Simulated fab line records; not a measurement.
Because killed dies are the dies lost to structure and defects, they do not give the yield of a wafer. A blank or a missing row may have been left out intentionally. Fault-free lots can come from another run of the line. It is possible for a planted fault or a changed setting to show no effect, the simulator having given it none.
The tool behind it: which one? ; flow nand_harc ; Sampling: 12 lots, 36 wafers, 6 of 1302 route steps

## WHAT EACH GAUGE READ, for each wafer
NHARC_P_GATE_CD_MEAS_91 targets a cd of 2000 nm. Usual: 2000.1 nm for cd_nm, sd 1.5.
lot;measured;on;cd_nm (nm);flag
L959;day 5 23:38;cd_sem-02;1999.5 1997.2 1998.0;
L961;day 6 13:25;cd_sem-01;2000.3 2000.9 1999.4;
L962;day 6 22:49;cd_sem-03;2001.6 1999.4 2001.5;
L967;day 8 21:01;cd_sem-02;2000.2 2001.1 2001.4;
L969;day 9 20:53;cd_sem-01;2001.8 2001.2 2000.5;
L972;day 11 14:48;cd_sem-02;2001.2 1998.2 2000.6;
L973;day 11 15:54;cd_sem-02;2001.2 1997.8 1999.9;
L976;day 12 14:29;cd_sem-01;1998.2 2000.1 1999.9;
L978;day 13 11:29;cd_sem-01;2001.8 2001.6 2001.1;
L979;day 14 01:16;cd_sem-03;1999.4 1999.2 2000.9;
L980;day 14 08:56;cd_sem-01;2001.0 1999.7 2000.1;
L981;day 14 19:28;cd_sem-02;1998.7 1998.6 1999.7;

NHARC_P_GATE_INSPECT_68. Usual: 199 for raw_defect_count, sd 71.
lot;measured;on;raw_defect_count;flag
L959;day 6 02:51;defect_inspect-02;241 339 306;
L961;day 6 16:31;defect_inspect-02;209 195 173;
L962;day 7 02:06;defect_inspect-01;137 219 130;
L967;day 9 00:05;defect_inspect-02;382 156 162;
L969;day 10 00:00;defect_inspect-01;147 244 295;
L972;day 11 17:57;defect_inspect-02;534 431 501;OFF
L973;day 11 19:35;defect_inspect-02;496 541 570;OFF
L976;day 12 17:32;defect_inspect-01;528 564 501;OFF
L978;day 13 14:33;defect_inspect-02;126 135 125;
L979;day 14 04:22;defect_inspect-01;204 253 193;
L980;day 14 12:00;defect_inspect-02;185 126 135;
L981;day 14 22:31;defect_inspect-01;223 147 165;

NHARC_END_SORT_01. Usual: killed_at_array 54, standard deviation 16; killed_at_other 0.6, standard deviation 0.86; killed_at_periphery 3.8, standard deviation 2.6; killed_dies 58, standard deviation 16; killed_open 3.3, standard deviation 1.8; killed_short 2.7, standard deviation 1.7.
lot;measured;on;killed_at_array;killed_at_other;killed_at_periphery;killed_dies;killed_open;killed_short;flag
L972;day 30 13:27;prober-02;52 50 52;0 0 0;75 78 42;127 128 94;4 2 6;5 2 4;OFF
L973;day 30 04:48;prober-02;36 35 39;0 0 0;62 48 36;98 83 75;2 6 2;3 8 2;OFF
L976;day 32 10:42;prober-01;27 23 26;1 0 0;75 27 33;103 50 59;4 3 4;3 0 5;OFF

## EACH LOT AND THE TOOL THAT RAN IT (in order: tool; ch and the chambers of the sampled wafers; start)
lot;NHARC_P_GATE_STRIP_111;NHARC_P_GATE_STRIP_67;NHARC_P_CONTACT_ETCH_35
L959;plasma_asher-01 ch 0,1, day 5 20:49;wet_bench-02 ch 0,2,4, day 6 02:24;rie_diel-03 ch 1,2, day 6 04:49
L961;plasma_asher-02 ch 0,1, day 6 10:29;wet_bench-02 ch 2,3,4, day 6 16:03;rie_diel-08 ch 0,3, day 6 18:23
L962;plasma_asher-01 ch 0,1, day 6 20:04;wet_bench-02 ch 0,1,2, day 7 01:39;rie_diel-08 ch 1,2, day 7 04:01
L967;plasma_asher-01 ch 0,1, day 8 17:55;wet_bench-06 ch 1,2,3, day 8 23:38;rie_diel-03 ch 0,2,3, day 9 01:58
L969;plasma_asher-01 ch 0, day 9 17:54;wet_bench-02 ch 0,2,5, day 9 23:30;rie_diel-03 ch 0,3, day 10 01:46
L972;plasma_asher-01 ch 0,1, day 11 11:55;wet_bench-02 ch 0,1,2, day 11 17:26;rie_diel-03 ch 1,3, day 11 19:44
L973;plasma_asher-01 ch 0,1, day 11 12:37;wet_bench-02 ch 0,4,6, day 11 19:07;rie_diel-03 ch 2,3, day 11 21:29
L976;plasma_asher-02 ch 0,1, day 12 11:33;wet_bench-02 ch 2,3,4, day 12 17:06;rie_diel-07 ch 0,1,2, day 12 19:25
L978;plasma_asher-02 ch 0,1, day 13 08:40;wet_bench-05 ch 3,4,5, day 13 14:07;rie_diel-07 ch 0,2,3, day 13 16:18
L979;plasma_asher-02 ch 0,1, day 13 22:40;wet_bench-05 ch 1,2,6, day 14 03:54;rie_diel-07 ch 0,1,2, day 14 06:15
L980;plasma_asher-02 ch 0,1, day 14 06:11;wet_bench-05 ch 0,2,7, day 14 11:33;rie_diel-03 ch 1,2,3, day 14 13:53
L981;plasma_asher-01 ch 0,1, day 14 16:48;wet_bench-05 ch 0,1,7, day 14 22:04;rie_diel-08 ch 0,1,3, day 15 00:17
- NHARC_P_GATE_STRIP_111: strips in N2/H2, time 250 s.
- NHARC_P_GATE_STRIP_67: strips in SPM, time 600 s.
- NHARC_P_CONTACT_ETCH_35: etches the open film in CF4, target depth 39 nm, time 65 s.

## WHAT THE TOOLS THEMSELVES READ (means of the sampled wafers that have a number; where no wafer has one, the mark that the record gives instead)
NHARC_P_GATE_STRIP_111. Usual: drypump_motor_current_A 5.9 A, standard deviation 0.49; heater_power_w 104 W, standard deviation 11.
lot;tool;drypump_motor_current_A (A);heater_power_w (W);flag
L959;plasma_asher-01;5.9;109;
L961;plasma_asher-02;6.2;103;
L962;plasma_asher-01;5.7;102;
L967;plasma_asher-01;5.9;110;
L969;plasma_asher-01;5.5;101;
L972;plasma_asher-01;6.0;111;
L973;plasma_asher-01;5.9;110;
L976;plasma_asher-02;5.7;89;
L978;plasma_asher-02;5.7;91;
L979;plasma_asher-02;5.7;91;
L980;plasma_asher-02;6.1;100;
L981;plasma_asher-01;5.9;109;

NHARC_P_CONTACT_ETCH_35. Usual: chamber_pressure_mTorr 50.00 mTorr, standard deviation 0.041; drypump_motor_current_A 5.7 A, standard deviation 0.43; oes_product_au 1.000 a.u., standard deviation 0.0061; rf_vpp_V 151.8 V, standard deviation 1.1; showerhead_plenum_p_Torr 1.81 Torr, standard deviation 0.055; throttle_valve_pct 13.284 %, standard deviation 0.0094.
lot;tool;chamber_pressure_mTorr (mTorr);drypump_motor_current_A (A);oes_product_au (a.u.);rf_vpp_V (V);showerhead_plenum_p_Torr (Torr);throttle_valve_pct (%);flag
L959;rie_diel-03;49.95;5.9;0.999;151.7;1.84;13.292;
L961;rie_diel-08;49.97;5.2;1.002;151.8;1.78;13.288;
L962;rie_diel-08;49.99;6.3;1.007;151.5;1.77;13.280;
L967;rie_diel-03;50.02;5.7;0.996;153.0;1.86;13.279;
L969;rie_diel-03;50.00;5.6;1.002;152.9;1.84;13.284;
L972;rie_diel-03;49.98;5.9;0.993;152.1;1.81;13.290;
L973;rie_diel-03;50.04;5.8;0.997;152.0;1.83;13.274;
L976;rie_diel-07;50.01;5.6;0.997;152.4;1.83;13.290;
L978;rie_diel-07;49.98;5.5;1.004;151.5;1.78;13.283;
L979;rie_diel-07;49.99;5.6;0.998;150.8;1.83;13.282;
L980;rie_diel-03;50.03;5.9;1.001;151.8;1.82;13.284;
L981;rie_diel-08;49.96;5.6;1.001;151.1;1.76;13.281;

## THE ANSWER, worked out from the rows above alone
Rule: take the mean of a lot's wafers that have a number; if it is more than 3 standard deviations from the usual mean, the lot is off. Also off: a lot with no number at a reading for which 4 or more lots have one. Any other lot the step has rows for is counted as sound. First the gauges in route order, then the tools' own readings, where a lot's mean is used as printed above. At the first step where some lot is off, the reading lying furthest off is the one used; lots without a number count as furthest.
Off, at NHARC_P_GATE_INSPECT_68 on raw_defect_count: L972, L973, L976.
If a tool, at a process step before that reading, ran all the lots that are off and no sound lot after the first of them, it fits. Not tried: the gauges at NHARC_P_GATE_INSPECT_68; whatever is off there is also off at NHARC_END_SORT_01, on other tools, and gauge error can't account for it. One fits: wet_bench-02 at NHARC_P_GATE_STRIP_67. Its last sound lot is L969 (day 9 23:30), its first lot that is off L972 (day 11 17:26): a fault that began between those two fits.

## WHAT THE SIMULATOR HAD PUT IN
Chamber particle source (wet_bench-02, NHARC_P_GATE_STRIP_67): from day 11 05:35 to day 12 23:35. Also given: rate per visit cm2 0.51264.
Struck lots among those shown: L972, L973, L976. Same finding as the rule above.
